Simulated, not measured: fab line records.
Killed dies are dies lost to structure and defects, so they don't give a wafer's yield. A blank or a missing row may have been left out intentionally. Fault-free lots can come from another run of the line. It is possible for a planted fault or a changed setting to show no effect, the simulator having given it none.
Which of the tools did it?	flow nand_harc	72 wafers from 24 lots sampled at 6 of the route's 1159 steps

## WHAT THE GAUGES READ, wafer by wafer
The record lacks any reading of a measuring or inspecting step that a usual standard deviation could be used to judge.

## WHAT TOOL EACH LOT RAN ON (gives the tool, then ch and the chambers of the sampled wafers, and finally the start)
lot	NHARC_A_CHANNEL_HOLE_D1_ETCH_22	NHARC_A_CHANNEL_HOLE_D1_ETCH_25	NHARC_A_STAIRCASE_ETCH_15	NHARC_A_STAIRCASE_TRIM_189	NHARC_A_STAIRCASE_ETCH_190	NHARC_A_STAIRCASE_ETCH_192
L074	har_etch-02 ch 0,1, day 8 08:49	har_etch-02 ch 0,1, day 8 10:57	rie_diel-09 ch 0,3, no start	rie_diel-09 ch 1,2,3, no start	rie_diel-09 ch 0,1, no start	rie_diel-09 ch 0,2,3, no start
L076	har_etch-01 ch 0,1, day 8 19:58	har_etch-01 ch 0,1, day 8 22:01	rie_diel-07 ch 1,2,3, no start	rie_diel-10 ch 0,1, no start	rie_diel-10 ch 0,3, no start	rie_diel-10 ch 0,1,3, no start
L075	har_etch-02 ch 0,1, day 8 20:09	har_etch-02 ch 0,1, day 8 22:11	rie_diel-10 ch 1,2, no start	rie_diel-10 ch 1,3, no start	rie_diel-10 ch 0,2, no start	rie_diel-10 ch 0,2, no start
L078	har_etch-02 ch 0,1, day 9 05:20	har_etch-02 ch 0,1, day 9 07:20	rie_diel-07 ch 0,1, no start	rie_diel-10 ch 0,1, no start	rie_diel-10 ch 1,2, no start	rie_diel-10 ch 0,1, no start
L077	har_etch-01 ch 0,1, day 9 05:39	har_etch-01 ch 0,1, day 9 07:44	rie_diel-07 ch 0,3, no start	rie_diel-07 ch 1,2, no start	rie_diel-07 ch 0,1,2, no start	rie_diel-07 ch 0,2,3, no start
L080	har_etch-02 ch 0,1, day 9 22:54	har_etch-02 ch 0,1, day 10 00:56	rie_diel-07 ch 0,3, no start	rie_diel-10 ch 0,1,2, no start	rie_diel-10 ch 1,3, no start	rie_diel-10 ch 1,3, no start
L081	har_etch-01 ch 0,1, day 9 23:04	har_etch-01 ch 0,1, day 10 01:06	rie_diel-10 ch 0,1,2, no start	rie_diel-10 ch 0,2,3, no start	rie_diel-10 ch 0,2, no start	rie_diel-10 ch 0,3, no start
L079	har_etch-02 ch 0,1, day 10 03:16	har_etch-02 ch 0,1, day 10 05:22	rie_diel-07 ch 0,3, no start	rie_diel-10 ch 0,1,2, no start	rie_diel-10 ch 0,2, no start	rie_diel-10 ch 0,3, no start
L083	har_etch-01 ch 0,1, day 10 05:56	har_etch-01 ch 0,1, day 10 07:57	rie_diel-10 ch 0,3, no start	rie_diel-07 ch 0,1,3, no start	rie_diel-07 ch 1,3, no start	rie_diel-07 ch 0,2,3, no start
L082	har_etch-02 ch 0,1, day 10 07:12	har_etch-02 ch 0,1, day 10 09:13	rie_diel-10 ch 1,2,3, no start	rie_diel-09 ch 0,1,2, no start	rie_diel-09 ch 1,2,3, no start	rie_diel-09 ch 0,2,3, no start
L084	har_etch-01 ch 0,1, day 10 16:34	har_etch-01 ch 0,1, day 10 18:43	rie_diel-09 ch 0,1,2, no start	rie_diel-09 ch 1,2, no start	rie_diel-09 ch 0,1,3, no start	rie_diel-09 ch 0,3, no start
L087	har_etch-02 ch 0,1, day 11 09:26	har_etch-02 ch 0,1, day 11 11:28	rie_diel-10 ch 0,1,2, no start	rie_diel-09 ch 2,3, no start	rie_diel-09 ch 1,3, no start	rie_diel-09 ch 2,3, no start
L086	har_etch-01 ch 0,1, day 11 09:35	har_etch-01 ch 0,1, day 11 11:36	rie_diel-09 ch 1,2,3, no start	rie_diel-07 ch 0,1,2, no start	rie_diel-07 ch 0,2,3, no start	rie_diel-07 ch 0,1,3, no start
L085	har_etch-02 ch 0,1, day 12 09:53	har_etch-02 ch 0,1, day 12 11:54	rie_diel-09 ch 1,2,3, no start	rie_diel-07 ch 0,2,3, no start	rie_diel-07 ch 0,1,2, no start	rie_diel-07 ch 1,2, no start
L088	har_etch-01 ch 0,1, day 12 10:16	har_etch-01 ch 0,1, day 12 12:24	rie_diel-07 ch 0,2,3, no start	rie_diel-09 ch 0,2, no start	rie_diel-09 ch 1,2,3, no start	rie_diel-09 ch 1,2,3, no start
L091	har_etch-02 ch 1, day 12 16:23	har_etch-02 ch 1, day 12 18:26	rie_diel-07 ch 0,1,2, no start	rie_diel-09 ch 0,1, no start	rie_diel-09 ch 0,1,2, no start	rie_diel-09 ch 1,2,3, no start
L090	har_etch-01 ch 0,1, day 12 16:44	har_etch-01 ch 0,1, day 12 18:47	rie_diel-09 ch 1,3, no start	rie_diel-10 ch 0,3, no start	rie_diel-10 ch 1,2,3, no start	rie_diel-10 ch 0,3, no start
L089	har_etch-02 ch 0,1, day 12 20:45	har_etch-02 ch 0,1, day 12 22:53	rie_diel-07 ch 0,3, no start	rie_diel-10 ch 0,3, no start	rie_diel-10 ch 0,1, no start	rie_diel-10 ch 0,2,3, no start
L092	har_etch-01 ch 0,1, day 13 00:36	har_etch-01 ch 0,1, day 13 02:42	rie_diel-10 ch 0,1,3, no start	rie_diel-07 ch 1,2, no start	rie_diel-07 ch 0,1,3, no start	rie_diel-07 ch 0,1,3, no start
L093	har_etch-02 ch 0,1, day 13 02:26	har_etch-02 ch 0,1, day 13 04:31	rie_diel-10 ch 2,3, no start	rie_diel-07 ch 1,2,3, no start	rie_diel-07 ch 1,2,3, no start	rie_diel-07 ch 0,3, no start
L094	har_etch-01 ch 0,1, day 13 04:42	har_etch-01 ch 0,1, day 13 06:43	rie_diel-09 ch 0,2, no start	rie_diel-07 ch 1,2,3, no start	rie_diel-07 ch 0,1,2, no start	rie_diel-07 ch 0,1,2, no start
L096	har_etch-02 ch 0,1, day 13 18:16	har_etch-02 ch 0,1, day 13 20:18	rie_diel-07 ch 1,2,3, no start	rie_diel-07 ch 0,1,2, no start	rie_diel-07 ch 1,2,3, no start	rie_diel-07 ch 0,1,2, no start
L095	har_etch-02 ch 0,1, day 13 22:31	har_etch-02 ch 0,1, day 14 00:36	rie_diel-10 ch 0,2,3, no start	rie_diel-10 ch 0,1,2, no start	rie_diel-10 ch 0,2,3, no start	rie_diel-10 ch 1,2,3, no start
L097	har_etch-02 ch 0,1, day 14 04:57	har_etch-02 ch 0,1, day 14 07:04	rie_diel-10 ch 2,3, no start	rie_diel-10 ch 0,3, no start	rie_diel-10 ch 0,1,2, no start	rie_diel-10 ch 0,1, no start
- NHARC_A_CHANNEL_HOLE_D1_ETCH_22: etches the open film in C4F8/O2/Ar, time 666.7 s, target depth 1600 nm.
- NHARC_A_CHANNEL_HOLE_D1_ETCH_25: etches the open film in C4F8/O2/Ar, time 1040.2 s, target depth 1500 nm.
- NHARC_A_STAIRCASE_ETCH_15: etches the open film in C4F8/O2, target depth 100 nm, time 40.5 s.
- NHARC_A_STAIRCASE_TRIM_189: chemistry O2, time 211.2 s.
- NHARC_A_STAIRCASE_ETCH_190: etches the open film in C4F8/O2, target depth 100 nm, time 40.5 s.
- NHARC_A_STAIRCASE_ETCH_192: etches the open film in C4F8/O2, target depth 100 nm, time 40.5 s.

## AS READ BY THE TOOLS THEMSELVES (means over the sampled wafers that have a number; for cases with no such wafer, the mark the record gives instead)
NHARC_A_CHANNEL_HOLE_D1_ETCH_22. Usual: c4f8_flow_sccm 89.28 sccm, standard deviation 0.28; drypump_motor_current_A 6.0 A, standard deviation 0.51; showerhead_plenum_p_Torr 3.70 Torr, standard deviation 0.076; temp_c -20.01 C, standard deviation 0.11; throttle_valve_pct 32.154 %, standard deviation 0.0091.
lot	tool	c4f8_flow_sccm (sccm)	drypump_motor_current_A (A)	showerhead_plenum_p_Torr (Torr)	temp_c (C)	throttle_valve_pct (%)	flag
L074	har_etch-02	88.82	6.4	3.66	-20.02	32.155	
L076	har_etch-01	89.17	5.8	3.79	-20.02	32.155	
L075	har_etch-02	89.61	6.4	3.65	-19.98	32.154	
L078	har_etch-02	89.40	6.4	3.65	-20.03	32.146	
L077	har_etch-01	89.04	5.8	3.79	-19.97	32.134	
L080	har_etch-02	89.50	6.4	3.65	-19.98	32.159	
L081	har_etch-01	89.26	5.8	3.79	-20.09	32.157	
L079	har_etch-02	89.34	6.4	3.65	-19.96	32.153	
L083	har_etch-01	89.24	5.8	3.79	-20.03	32.151	
L082	har_etch-02	89.32	6.4	3.64	-19.86	32.152	
L084	har_etch-01	89.14	5.8	3.78	-20.08	32.162	
L087	har_etch-02	89.40	6.2	3.67	-20.07	32.159	
L086	har_etch-01	89.33	5.4	3.75	-19.97	32.152	
L085	har_etch-02	89.35	6.4	3.64	-20.12	32.160	
L088	har_etch-01	89.46	5.9	3.77	-20.08	32.158	
L091	har_etch-02	89.39	6.1	3.71	-20.11	32.157	
L090	har_etch-01	88.83	5.8	3.77	-19.92	32.150	
L089	har_etch-02	89.30	6.2	3.67	-20.03	32.151	
L092	har_etch-01	89.57	5.8	3.77	-20.02	32.162	
L093	har_etch-02	89.22	6.2	3.66	-19.98	32.162	
L094	har_etch-01	89.48	5.4	3.74	-19.96	32.153	
L096	har_etch-02	89.17	6.3	3.66	-20.03	32.163	
L095	har_etch-02	88.86	6.2	3.66	-20.13	32.157	
L097	har_etch-02	89.21	6.2	3.65	-19.98	32.150	

NHARC_A_CHANNEL_HOLE_D1_ETCH_25. Usual: c4f8_flow_sccm 93.83 sccm, standard deviation 0.3; drypump_motor_current_A 6.0 A, standard deviation 0.51; showerhead_plenum_p_Torr 3.70 Torr, standard deviation 0.076; temp_c -20.00 C, standard deviation 0.1; throttle_valve_pct 32.236 %, standard deviation 0.0084.
lot	tool	c4f8_flow_sccm (sccm)	drypump_motor_current_A (A)	showerhead_plenum_p_Torr (Torr)	temp_c (C)	throttle_valve_pct (%)	flag
L074	har_etch-02	94.09	6.4	3.65	-20.04	32.239	
L076	har_etch-01	93.69	5.8	3.79	-20.07	32.233	
L075	har_etch-02	93.86	6.4	3.65	-19.96	32.234	
L078	har_etch-02	94.07	6.4	3.65	-19.95	32.228	
L077	har_etch-01	93.46	5.9	3.78	-20.07	32.247	
L080	har_etch-02	93.97	6.4	3.64	-19.96	32.237	
L081	har_etch-01	94.00	5.8	3.78	-20.05	32.234	
L079	har_etch-02	93.77	6.4	3.64	-20.04	32.232	
L083	har_etch-01	94.22	5.8	3.78	-20.12	32.225	
L082	har_etch-02	93.93	6.4	3.64	-20.05	32.232	
L084	har_etch-01	93.77	5.8	3.78	-19.99	32.241	
L087	har_etch-02	93.76	6.3	3.67	-20.03	32.243	
L086	har_etch-01	93.90	5.5	3.75	-20.03	32.243	
L085	har_etch-02	94.25	6.4	3.63	-19.96	32.236	
L088	har_etch-01	93.96	5.8	3.77	-20.05	32.231	
L091	har_etch-02	93.59	6.1	3.70	-20.04	32.232	
L090	har_etch-01	93.91	5.8	3.77	-19.99	32.234	
L089	har_etch-02	93.60	6.2	3.66	-19.93	32.234	
L092	har_etch-01	94.02	5.8	3.76	-19.87	32.232	
L093	har_etch-02	94.01	6.3	3.66	-19.88	32.238	
L094	har_etch-01	93.50	5.5	3.74	-20.01	32.240	
L096	har_etch-02	93.49	6.2	3.65	-20.03	32.240	
L095	har_etch-02	93.90	6.2	3.65	-20.15	32.240	
L097	har_etch-02	93.63	6.2	3.65	-20.06	32.233	

NHARC_A_STAIRCASE_ETCH_15. Usual: oes_product_au 0.941 a.u., standard deviation 0.011; rf_vpp_V 898 V, standard deviation 5.1.
lot	tool	oes_product_au (a.u.)	rf_vpp_V (V)	flag
L074	rie_diel-09	0.942	890	
L076	rie_diel-07	0.942	903	
L075	rie_diel-10	0.942	892	
L078	rie_diel-07	0.947	899	
L077	rie_diel-07	0.938	898	
L080	rie_diel-07	0.957	899	
L081	rie_diel-10	0.952	895	
L079	rie_diel-07	0.946	898	
L083	rie_diel-10	0.938	898	
L082	rie_diel-10	0.929	896	
L084	rie_diel-09	0.931	899	
L087	rie_diel-10	0.941	896	
L086	rie_diel-09	0.945	896	
L085	rie_diel-09	0.950	896	
L088	rie_diel-07	0.944	900	
L091	rie_diel-07	0.947	901	
L090	rie_diel-09	0.947	895	
L089	rie_diel-07	0.937	898	
L092	rie_diel-10	0.943	897	
L093	rie_diel-10	0.932	894	
L094	rie_diel-09	0.928	904	
L096	rie_diel-07	0.936	901	
L095	rie_diel-10	0.951	894	
L097	rie_diel-10	0.955	891	

NHARC_A_STAIRCASE_TRIM_189. Usual: drypump_motor_current_A 5.6 A, standard deviation 0.42; oes_product_au 1.001 a.u., standard deviation 0.0096; rf_vpp_V 57.9 V, standard deviation 0.93; showerhead_plenum_p_Torr 3.58 Torr, standard deviation 0.14; throttle_valve_pct 17.037 %, standard deviation 0.0091.
lot	tool	drypump_motor_current_A (A)	oes_product_au (a.u.)	rf_vpp_V (V)	showerhead_plenum_p_Torr (Torr)	throttle_valve_pct (%)	flag
L074	rie_diel-09	5.6	0.996	58.1	3.54	17.036	
L076	rie_diel-10	5.4	1.001	57.9	3.60	17.031	
L075	rie_diel-10	5.4	1.001	58.2	3.62	17.033	
L078	rie_diel-10	5.3	1.005	58.3	3.64	17.032	
L077	rie_diel-07	5.4	1.002	58.6	3.74	17.031	
L080	rie_diel-10	5.5	1.002	57.8	3.51	17.044	
L081	rie_diel-10	5.5	1.002	57.4	3.49	17.028	
L079	rie_diel-10	5.5	1.010	57.7	3.51	17.042	
L083	rie_diel-07	5.9	0.999	57.8	3.63	17.035	
L082	rie_diel-09	5.6	1.010	57.4	3.61	17.035	
L084	rie_diel-09	5.9	1.008	58.8	3.55	17.029	
L087	rie_diel-09	6.1	0.999	58.0	3.61	17.033	
L086	rie_diel-07	5.5	0.998	58.2	3.66	17.039	
L085	rie_diel-07	5.7	0.985	58.0	3.64	17.034	
L088	rie_diel-09	5.7	0.999	58.3	3.74	17.030	
L091	rie_diel-09	5.3	1.014	58.1	3.66	17.036	
L090	rie_diel-10	5.4	1.008	57.6	3.57	17.042	
L089	rie_diel-10	5.4	1.010	58.5	3.57	17.031	
L092	rie_diel-07	5.5	0.995	57.9	3.70	17.034	
L093	rie_diel-07	5.7	0.994	59.2	3.69	17.042	
L094	rie_diel-07	5.8	0.995	57.8	3.68	17.041	
L096	rie_diel-07	5.5	0.993	59.1	3.65	17.044	
L095	rie_diel-10	5.5	1.013	57.4	3.50	17.044	
L097	rie_diel-10	5.4	1.016	57.9	3.56	17.048	

NHARC_A_STAIRCASE_ETCH_190. Usual: oes_product_au 0.944 a.u., standard deviation 0.015; rf_vpp_V 898 V, standard deviation 4.9.
lot	tool	oes_product_au (a.u.)	rf_vpp_V (V)	flag
L074	rie_diel-09	0.947	889	
L076	rie_diel-10	0.946	898	
L075	rie_diel-10	0.957	896	
L078	rie_diel-10	0.957	891	
L077	rie_diel-07	0.953	900	
L080	rie_diel-10	0.950	900	
L081	rie_diel-10	0.924	891	
L079	rie_diel-10	0.949	893	
L083	rie_diel-07	0.915	901	
L082	rie_diel-09	0.931	895	
L084	rie_diel-09	0.930	897	
L087	rie_diel-09	0.940	892	
L086	rie_diel-07	0.936	901	
L085	rie_diel-07	0.944	901	
L088	rie_diel-09	0.951	895	
L091	rie_diel-09	0.960	899	
L090	rie_diel-10	0.951	896	
L089	rie_diel-10	0.950	900	
L092	rie_diel-07	0.943	898	
L093	rie_diel-07	0.930	902	
L094	rie_diel-07	0.944	901	
L096	rie_diel-07	0.933	901	
L095	rie_diel-10	0.962	894	
L097	rie_diel-10	0.946	895	

NHARC_A_STAIRCASE_ETCH_192. Usual: oes_product_au 0.942 a.u., standard deviation 0.012; rf_vpp_V 898 V, standard deviation 5.
lot	tool	oes_product_au (a.u.)	rf_vpp_V (V)	flag
L074	rie_diel-09	0.940	895	
L076	rie_diel-10	0.949	899	
L075	rie_diel-10	0.954	891	
L078	rie_diel-10	0.947	900	
L077	rie_diel-07	0.950	900	
L080	rie_diel-10	0.928	899	
L081	rie_diel-10	0.933	898	
L079	rie_diel-10	0.966	898	
L083	rie_diel-07	0.929	900	
L082	rie_diel-09	0.942	902	
L084	rie_diel-09	0.934	904	
L087	rie_diel-09	0.946	899	
L086	rie_diel-07	0.941	899	
L085	rie_diel-07	0.941	903	
L088	rie_diel-09	0.946	896	
L091	rie_diel-09	0.946	896	
L090	rie_diel-10	0.942	897	
L089	rie_diel-10	0.929	894	
L092	rie_diel-07	0.941	900	
L093	rie_diel-07	0.936	898	
L094	rie_diel-07	0.949	901	
L096	rie_diel-07	0.945	899	
L095	rie_diel-10	0.956	895	
L097	rie_diel-10	0.960	897	

## THE ANSWER, worked out from the rows above alone
Rule: a lot counts as off when the mean over its wafers that have a number is more than 3 standard deviations away from the usual mean. A lot without any number at a reading at which 4 lots or more have one is off too. Any other lot the step has rows for is counted as sound. The gauges are gone through in route order, then the tools' own readings, and for those a lot's mean is taken as printed above. The first step at which some lot is off is used, and at that step the reading that is off furthest; a lot without a number counts as furthest.
No lot is off at any reading shown: from this, nothing can be told.

## WHAT THE SIMULATOR HAD PUT IN
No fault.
